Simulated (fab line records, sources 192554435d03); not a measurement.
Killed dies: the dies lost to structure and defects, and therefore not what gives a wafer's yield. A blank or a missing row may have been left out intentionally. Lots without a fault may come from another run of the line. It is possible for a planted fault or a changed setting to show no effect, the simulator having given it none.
fab line records	flow n5Finfet
record: lots: 6	wafers: 18	lastDay: 16
route steps=1938 shown BEOL_M10@1512
lots that met no fault: from a run of the same line without faults
startH: start of the lot's first displayed wafer, in hours after the record's first day	waitH: hours from the lot's prior step to this one	" the same as in the row above	L1.1+2: several wafers, shown together as one row	- value missing, or start not given	* or withheld: withheld	< > ~ a bound
route shown NAME@n: a module of which the file shows steps, and the number in the route of the first	usual: mean/standard deviation taken from wafers without a fault	same: alike in all rows	chamber/n: place in a boat	sites: each site's reading	_std_site: their standard deviation	_edge_site: inner sites' mean taken away from outer sites' mean	radiusMm: for every site, how far away it sits from the centre of the wafer	mask NAME#n: copy n	behind: tool/chamber where the wafer was last shaped	hold: the reason the lot was held/the length of the hold in hours/how it ended	device: transistor that didn't switch, given as n, p or np	end of line: tests run on the same wafers once the route is complete	for a step that has no rows: nothing shown but its recipe	killed: dies that structure and defects cost at the first sort, which is not the same as the wafer's yield	map: a wafer's dies, x killed, . not, _ none there
set.NAME: the setting as run; set.NAME@STEP: as run at that earlier step	model.NAME: the simulator's own value behind a step, which no gauge read
lots seen at some steps along the route; tables by step, rows by wafer
services: from which hour (startH, from the record's first day; less than 0 if before it) a tool's chamber was out of use, for how many hours, and why
== steps ==
step: N5_BEOL_M10_TRENCH_ETCH_37
recipe: chemistry: C4F6/O2	targetDepthA: 1488.3	target: SiCOH_lowk	timeS: 48	ionEnergyEv: 250	pressureMtorr: 30	sourceW: 345	biasW: 185	Ar_flow_sccm: 300	C4F6_flow_sccm: 10	O2_flow_sccm: 10
step: N5_BEOL_M10_ETCH_41
recipe: chemistry: CH3F/O2	target: SiCN	targetDepthA: 426	taperDeg: 2	timeS: 86	ionEnergyEv: 120	maskMaterial: TiN	pressureMtorr: 30	sourceW: 395	biasW: 75	Ar_flow_sccm: 150	CH3F_flow_sccm: 30	O2_flow_sccm: 20
usual: drypumpMotorCurrentA: 5.8/0.35	oesProductAu: 0.79/0.086	rfVppV: 297.5/1.2	showerheadPlenumPTorr: 2.01/0.043	throttleValvePct: 16.28/0.26
same: timeS: 86
lot.wafer	tool	chamber	startH	waitH	drypumpMotorCurrentA	oesProductAu	rfHoursCounterH	rfVppV	showerheadPlenumPTorr	throttleValvePct
L861.2	rieDiel-03	2	-	-	5.2	0.76	186	297.3	1.99	16.20
L861.4	"	0	"	"	5.3	0.79	121	300.9	2.09	16.10
L861.5	"	2	"	"	5.2	0.76	-	297.5	1.99	16.20
L863.3	rieDiel-04	2	-	-	6.1	0.96	6	296.7	1.97	15.86
L863.5	"	2	"	"	6.1	0.97	-	296.9	1.97	15.86
L863.6	"	3	"	"	5.9	0.71	-	298.7	2.06	16.40
L871.3	rieDiel-04	1	-	-	6.0	0.81	82	297.7	2.03	16.55
L871.4	"	1	"	"	6.0	0.81	-	296.8	2.03	16.53
L871.6	"	0	"	"	6.1	0.72	-	298.0	1.97	16.64
L873.2	rieDiel-04	0	-	-	6.1	0.71	220	296.4	1.97	16.64
L873.4	"	1	"	"	6.0	0.79	-	298.2	2.03	16.56
L873.6	"	0	"	"	6.0	0.69	-	297.4	1.97	16.63
L875.3	rieDiel-04	2	-	-	6.1	0.86	43	297.8	1.96	15.92
L875.4	"	1	"	"	6.0	0.78	101	296.3	2.03	16.58
L875.6	"	1	"	"	6.0	0.78	-	296.1	2.03	16.57
L876.1	rieDiel-04	3	-	-	5.9	0.98	10	297.6	2.05	16.00
L876.3	"	2	"	"	6.1	0.87	44	296.3	1.96	15.93
L876.5	"	3	"	"	5.9	0.98	-	298.6	2.05	15.98
step: N5_BEOL_M10_STRIP_77
recipe: chemistry: N2/H2	timeS: 10	powerW: 450	tempC: 40	pressureMtorr: 20	rfFrequencyHz: 6e+07	biasPowerW: 7	n2FlowSccm: 200	h2FlowSccm: 200
step: N5_BEOL_M10_OCD_MEAS_38
usual: trenchDepthNm: 148.6/2.7
lot.wafer	tool	chamber	startH	waitH	trenchDepthNm
L861.2	ocd-01	-	231.45	-	151.6
L861.4	"	-	"	"	147.3
L861.5	"	-	"	"	150.9
L863.3	ocd-02	-	247.24	-	151.7
L863.5	"	-	"	"	151.5
L863.6	"	-	"	"	148.0
L871.3	ocd-02	-	297.11	-	149.4
L871.4	"	-	"	"	149.9
L871.6	"	-	"	"	145.6
L873.2	ocd-02	-	308.40	-	145.3
L873.4	"	-	"	"	148.8
L873.6	"	-	"	"	145.9
L875.3	ocd-02	-	337.87	-	152.1
L875.4	"	-	"	"	147.6
L875.6	"	-	"	"	149.2
L876.1	ocd-01	-	339.46	-	154.9
L876.3	"	-	"	"	153.2
L876.5	"	-	"	"	152.9
step: N5_BEOL_M10_HM_STRIP_39
recipe: chemistry: peroxideTinStrip	material: TiN	targetDepthA: 250	tempC: 50	timeS: 158
step: N5_BEOL_M10_SRD_40
recipe: timeS: 30	tempC: 23	rinseLiquid: diw	dry: ipaMarangoni
step: N5_BEOL_M10_PRECLEAN_42
recipe: chemistry: residueRemover	timeS: 60	tempC: 40
step: N5_BEOL_M10_SRD_43
recipe: timeS: 30	tempC: 23	rinseLiquid: diw	dry: ipaMarangoni
step: N5_BEOL_M10_CD_MEAS_35
recipe: targetCdNm: 70	polarity: opening
usual: cdNm: 70.2/0.67
lot.wafer	tool	chamber	startH	waitH	cdNm
L861.2	cdSem-03	-	231.60	0.0	70.4
L861.4	"	-	"	"	71.7
L861.5	"	-	"	"	71.6
L863.3	cdSem-03	-	247.39	0.0	70.0
L863.5	"	-	"	"	70.0
L863.6	"	-	"	"	69.7
L871.3	cdSem-03	-	297.27	0.0	70.7
L871.4	"	-	"	"	70.8
L871.6	"	-	"	"	70.3
L873.2	cdSem-03	-	308.56	0.0	70.2
L873.4	"	-	"	"	70.6
L873.6	"	-	"	"	69.7
L875.3	cdSem-02	-	338.02	0.0	69.0
L875.4	"	-	"	"	70.2
L875.6	"	-	"	"	69.6
L876.1	cdSem-03	-	339.62	0.0	70.7
L876.3	"	-	"	"	70.2
L876.5	"	-	"	"	70.0
step: N5_BEOL_M10_CURE_72
recipe: tempC: 370	timeS: 120	ambient: DMADMS/He	material: SiCOH_lowk
usual: lampPowerPct: 52.31/0.06	wafer_temp_C_max: 372.2/0.59
same: timeS: 120
lot.wafer	tool	chamber	startH	waitH	lampPowerPct	wafer_temp_C_max
L861.2	uvCure-03	0	231.69	0.1	52.33	372.8
L861.4	"	0	"	"	52.36	372.7
L861.5	"	0	"	"	52.45	372.7
L863.3	uvCure-03	2	247.53	0.1	52.31	371.9
L863.5	"	2	"	"	52.27	372.8
L863.6	"	2	"	"	52.30	371.5
L871.3	uvCure-03	0	297.40	0.1	52.28	372.3
L871.4	"	0	"	"	52.21	372.5
L871.6	"	0	"	"	52.22	372.2
L873.2	uvCure-03	2	308.70	0.1	52.29	372.0
L873.4	"	2	"	"	52.31	372.6
L873.6	"	2	"	"	52.28	372.4
L875.3	uvCure-03	1	338.16	0.1	52.28	372.5
L875.4	"	1	"	"	52.36	371.8
L875.6	"	1	"	"	52.38	371.9
L876.1	uvCure-03	1	339.66	0.0	52.30	372.4
L876.3	"	1	"	"	52.34	372.6
L876.5	"	1	"	"	52.27	373.0
step: N5_BEOL_M10_DEGAS_44
recipe: ambient: vacuum	tempC: 250	timeS: 60
usual: heaterPowerW: 337/36
same: timeS: 60
lot.wafer	tool	chamber	startH	waitH	heaterPowerW
L861.2	pvdSputter-01	-	232.03	0.3	310
L861.4	"	-	"	"	336
L861.5	"	-	"	"	360
L863.3	pvdSputter-03	-	247.88	0.3	325
L863.5	"	-	"	"	339
L863.6	"	-	"	"	394
L871.3	pvdSputter-03	-	297.87	0.4	409
L871.4	"	-	"	"	393
L871.6	"	-	"	"	402
L873.2	pvdSputter-01	-	311.01	2.2	290
L873.4	"	-	"	"	371
L873.6	"	-	"	"	287
L875.3	pvdSputter-01	-	338.57	0.4	297
L875.4	"	-	"	"	298
L875.6	"	-	"	"	288
L876.1	pvdSputter-02	-	340.08	0.4	311
L876.3	"	-	"	"	337
L876.5	"	-	"	"	307
step: N5_BEOL_M10_PRE_CLEAN_45
recipe: gas: H2/He	timeS: 30	tempC: 250
usual: heaterPowerW: 337/36
same: timeS: 30
lot.wafer	tool	chamber	startH	waitH	heaterPowerW
L861.2	pvdSputter-01	-	232.07	0.0	307
L861.4	"	-	"	"	345
L861.5	"	-	"	"	364
L863.3	pvdSputter-03	-	247.92	0.0	325
L863.5	"	-	"	"	336
L863.6	"	-	"	"	390
L871.3	pvdSputter-03	-	297.91	0.0	404
L871.4	"	-	"	"	390
L871.6	"	-	"	"	402
L873.2	pvdSputter-01	-	311.05	0.0	295
L873.4	"	-	"	"	369
L873.6	"	-	"	"	291
L875.3	pvdSputter-01	-	338.61	0.0	295
L875.4	"	-	"	"	297
L875.6	"	-	"	"	289
L876.1	pvdSputter-02	-	340.12	0.0	304
L876.3	"	-	"	"	335
L876.5	"	-	"	"	314
step: N5_BEOL_M10_ALD_74
recipe: material: TaN	targetThkA: 20	tempC: 275	aldPrecursorFamily: PDMAT	aldCoReactant: NH3	pressureTorr: 3	carrierFlowSccm: 1500	pulseTimeS: 2	purgeTimeS: 3	coReactantPurgeTimeS: 2	coReactantPulseTimeS: 3	aldCycles: 40	precursorVesselTempC: 75	precursorVesselPressureTorr: 26.25	precursorVesselCarrierSccm: 1000
usual: aldCycles: 40/0	heaterPowerW: 416/40	precursorVesselTempC: 74.99/0.14
lot.wafer	tool	chamber	startH	waitH	aldCycles	heaterPowerW	precursorVesselTempC	model.TaN_of_BEOL_M10_ALD_74.thkNm
L861.2	aldMetal-03	0	232.14	0.1	40	432	75.02	2
L861.4	"	2	"	"	40	428	75.08	2
L861.5	"	2	"	"	40	425	75.21	2
L863.3	aldMetal-01	1	248.21	0.3	40	352	75.23	2
L863.5	"	2	"	"	40	474	74.93	2
L863.6	"	1	"	"	40	340	75.07	2
L871.3	aldMetal-01	2	297.97	0.0	63	468	75.24	3.2
L871.4	"	0	"	"	40	409	74.96	2
L871.6	"	2	"	"	63	465	75.22	3.2
L873.2	aldMetal-01	2	311.29	0.2	63	471	74.96	3.2
L873.4	"	1	"	"	40	356	75.12	2
L873.6	"	3	"	"	63	459	74.94	3.2
L875.3	aldMetal-03	2	338.72	0.1	40	413	75.08	2
L875.4	"	0	"	"	40	421	75.06	2
L875.6	"	2	"	"	40	415	74.84	2
L876.1	aldMetal-03	3	340.18	0.0	40	474	75.01	2
L876.3	"	1	"	"	40	360	74.92	2
L876.5	"	0	"	"	40	444	74.83	2
step: N5_BEOL_M10_SURFACE_TREAT_76
recipe: gas: Ar	timeS: *	ionEnergyEv: *	ionCurrentMaCm2: 0.5	pressureMtorr: *	arFlowSccm: 30
step: N5_BEOL_M10_CVD_75
recipe: material: Co	targetThkA: 20	tempC: withheld	precursor: CCTBA/H2	pressureTorr: 30	timeS: 138.9
step: N5_BEOL_M10_SPUTTER_48
recipe: material: Cu	targetThkA: 120	tempC: -20	biasV: 60	powerW: 26000	chamberPressurePa: 0.13	timeS: 2
step: N5_BEOL_M10_ECD_50
recipe: material: Cu	targetThkA: 3180
step: N5_BEOL_M10_ANNEAL_51
recipe: tempC: 225	timeS: 90	ambient: N2
usual: wafer_temp_C_max: 225.9/0.39
same: timeS: 90
lot.wafer	tool	chamber	startH	waitH	wafer_temp_C_max
L861.2	rtpAnneal-01	0	232.99	0.2	226.4
L861.4	"	0	"	"	226.2
L861.5	"	0	"	"	226.6
L863.3	rtpAnneal-01	0	250.50	0.1	226.3
L863.5	"	0	"	"	226.4
L863.6	"	0	"	"	226.4
L871.3	rtpAnneal-02	0	299.28	0.6	225.8
L871.4	"	0	"	"	225.8
L871.6	"	0	"	"	225.6
L873.2	rtpAnneal-01	0	312.42	0.2	226.6
L873.4	"	0	"	"	226.4
L873.6	"	0	"	"	227.2
L875.3	rtpAnneal-01	0	340.47	0.8	226.2
L875.4	"	0	"	"	226.1
L875.6	"	0	"	"	226.5
L876.1	rtpAnneal-02	0	341.07	0.2	225.5
L876.3	"	0	"	"	226.0
L876.5	"	0	"	"	225.8
step: N5_BEOL_M10_CMP_52
recipe: stopOn: SiCOH_lowk	tOverpolishS: 7	downForcePsi: 1	platenRpm: 50	clearingPlatenDownForcePsi: 1.5	clearingPlatenRpm: 50	postCmpClean: cuAlkaline	targetThkNm: 140	clearingPlatenPadVelocityMS: 0.99484	padVelocityMS: 0.99484
usual: barrierFieldEndpointS: 28.9/0.67	clearingPlatenDownForcePsi: 1.4996/0.0029	headPressurePsi: 1.0001/0.0023	motorCurrentA: 5.9/0.52	retainingRingPressureFrac: 1.000/0.0048	slurryFilterDpKPa: 13.50/0.13	slurryFlowMlMin: 149.9/0.47
lot.wafer	tool	chamber	startH	waitH	barrierFieldEndpointS	clearingPlatenDownForcePsi	headPressurePsi	motorCurrentA	retainingRingPressureFrac	slurryFilterDpKPa	slurryFlowMlMin
L861.2	cmp-02	0	233.32	0.3	27.0	1.5010	0.9973	5.2	1.000	13.59	149.9
L861.4	"	1	"	"	29.1	1.4998	0.9970	5.3	1.001	13.49	149.8
L861.5	"	3	"	"	28.7	1.4955	0.9980	6.4	0.998	13.48	150.5
L863.3	cmp-03	2	250.82	0.3	29.1	1.4941	0.9985	6.3	1.006	13.69	149.4
L863.5	"	3	"	"	29.6	1.5019	0.9995	6.4	0.992	13.30	149.3
L863.6	"	0	"	"	29.2	1.4953	0.9985	5.2	1.005	13.36	150.2
L871.4	cmp-01	1	299.49	0.1	29.5	1.4989	1.0028	5.7	0.997	13.44	149.6
L871.3	"	2	"	"	31.1	1.5018	1.0042	5.8	0.997	13.48	150.2
L871.6	"	1	"	"	30.7	1.4999	1.0000	5.6	0.995	13.56	150.0
L873.2	cmp-01	0	312.90	0.4	30.1	1.5004	0.9978	5.3	1.009	13.64	150.1
L873.4	"	2	"	"	29.6	1.5027	0.9991	5.7	0.990	13.46	149.8
L873.6	"	0	"	"	30.5	1.4973	0.9999	5.4	0.997	13.64	150.4
L875.3	cmp-01	3	340.73	0.2	28.8	1.4978	1.0037	6.3	0.994	13.60	150.3
L875.4	"	1	"	"	29.0	1.5021	1.0034	5.7	1.003	13.65	151.0
L875.6	"	2	"	"	30.0	1.5002	1.0039	5.7	0.997	13.56	150.0
L876.3	cmp-03	2	341.38	0.2	28.6	1.4971	1.0004	6.1	1.004	13.60	150.0
L876.1	"	3	"	"	28.8	1.5003	0.9975	6.4	1.001	13.69	149.5
L876.5	"	2	"	"	28.8	1.4971	1.0008	6.3	1.004	13.62	150.1
step: N5_BEOL_M10_THK_MEAS_53
recipe: thkMeasGauge: xrf	reads: Cu_of_BEOL_M10_ECD_50
usual: M10_THK: 143/3
lot.wafer	tool	chamber	startH	waitH	M10_THK[nm]
L861.2	filmMetro-01	-	233.54	-	143
L861.4	"	-	"	"	143
L861.5	"	-	"	"	145
L863.3	filmMetro-02	-	251.00	-	147
L863.5	"	-	"	"	147
L863.6	"	-	"	"	143
L871.3	filmMetro-01	-	299.78	-	146
L871.4	"	-	"	"	145
L871.6	"	-	"	"	138
L873.2	filmMetro-01	-	313.20	-	138
L873.4	"	-	"	"	145
L873.6	"	-	"	"	139
L875.3	filmMetro-02	-	340.99	-	146
L875.4	"	-	"	"	141
L875.6	"	-	"	"	145
L876.1	filmMetro-02	-	341.67	-	149
L876.3	"	-	"	"	148
L876.5	"	-	"	"	147
== services ==
tool	chamber	startH	hours	kind
rieDiel-04	2	210.28	-	clean
rieDiel-04	2	210.28	-	consumableReplace:focusRing
rieDiel-04	2	210.28	22.0	scheduledDown
rieDiel-03	-	211.67	1.7	repair
uvCure-03	-	212.98	2.8	pm
cmp-03	-	218.25	0.6	repair
cmp-01	-	232.31	3.4	repair
aldMetal-03	-	234.39	8.7	pm
cmp-03	-	235.84	10.2	pm
aldMetal-03	3	243.38	8.7	repair
cmp-02	-	250.35	4.0	pm
aldMetal-01	0	252.53	34.1	repair
aldMetal-01	-	257.65	6.0	pm
cmp-02	-	258.64	1.5	repair
cmp-03	-	261.17	4.2	repair
rtpAnneal-01	-	280.92	5.7	pm
rieDiel-04	1	287.30	4.7	repair
aldMetal-03	0	291.00	3.5	repair
rieDiel-03	3	291.56	6.8	repair
rieDiel-03	-	293.56	1.1	repair
rieDiel-03	0	296.71	5.3	repair
rieDiel-04	-	308.37	4.3	pm
cmp-03	-	318.55	6.7	pm
rieDiel-04	3	321.46	9.9	repair
== key ==
firstSign: step: N5_BEOL_M10_ALD_74	reading: aldCycles	direction: up	sigmas: 99+	usual: *	struck: *
effect: step: N5_BEOL_M10_CMP_52	reading: barrierFieldEndpointS	direction: up	sigmas: 2.5	usual: 28.9	struck: 30.6
modelEffect: step: N5_BEOL_M10_ALD_74	value: TaN_of_BEOL_M10_ALD_74.thkNm	without: 2	struck: 3.2
metAt N5_BEOL_M10_ALD_74
struckWafers L871.3,L871.6,L873.2,L873.6
onsetBetween 248.21 297.97
fault: kind: processParameterDrift	tool: aldMetal-01	chamber: -	onsetH: 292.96	steps: N5_BEOL_M10_ALD_74	channel: aldCycles	offset: *	shape: step	endH: 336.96	scope: struckWafersOnly	actsIn: *	stated: *
